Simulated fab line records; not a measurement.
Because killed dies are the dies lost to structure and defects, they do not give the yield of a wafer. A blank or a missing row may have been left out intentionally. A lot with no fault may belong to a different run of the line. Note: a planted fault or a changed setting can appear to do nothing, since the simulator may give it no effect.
Chamber matching ; flow nandHarc ; cmp-01 running NHARC_A_CONTACT_CMP_20: 4 sister chambers
The step polishes, t overpolish 30 s, target thk 300 nm. 7 wafers are shown with their chamber, then 7 later ones without.

WAFERS WITH THEIR CHAMBER
wafer;chamber;motorCurrentA (A);timeToEndpointS (s)
L078.3;1;11.5;53
L079.1;0;13.4;62
L080.1;0;12.6;65
L084.5;2;12.2;58
L084.6;3;10.3;54
L092.1;3;10.3;61
L092.2;2;12.6;58

WAFERS WITHOUT THEIR CHAMBER
wafer;motorCurrentA (A);timeToEndpointS (s)
L092.3;12.9;66
L090.1;11.6;59
L090.3;11.7;53
L090.6;11.3;57
L091.4;10.0;61
L091.5;9.9;62
L091.6;11.9;62

EACH ONE'S CHAMBER
wafer;from the rows above;in truth
L092.3;0;0
L090.1;can't be placed: 1 or 2 or 3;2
L090.3;can't be placed: 1 or 2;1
L090.6;can't be placed: 1 or 3 or 2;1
L091.4;3;3
L091.5;3;3
L091.6;can't be placed: 2 or 0 or 1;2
3 of 7 placed correctly. These rows do not allow placing 4 (true chamber among the candidates in 4). Number placed wrongly: 0.
How it was worked out, from the rows above alone: a wafer's distance from a chamber is the root of the sum, over the readings, of the square of ((its reading less the chamber's mean) divided by the reading's scatter). The wafer belongs to the nearest chamber; if the next one is less than 2 further off, it can't be placed. Each chamber's mean is taken over the wafers shown for it. The scatter: the root of (the sum of the squares of (reading less its chamber's mean) over the shown wafers, divided by (wafers less chambers)).
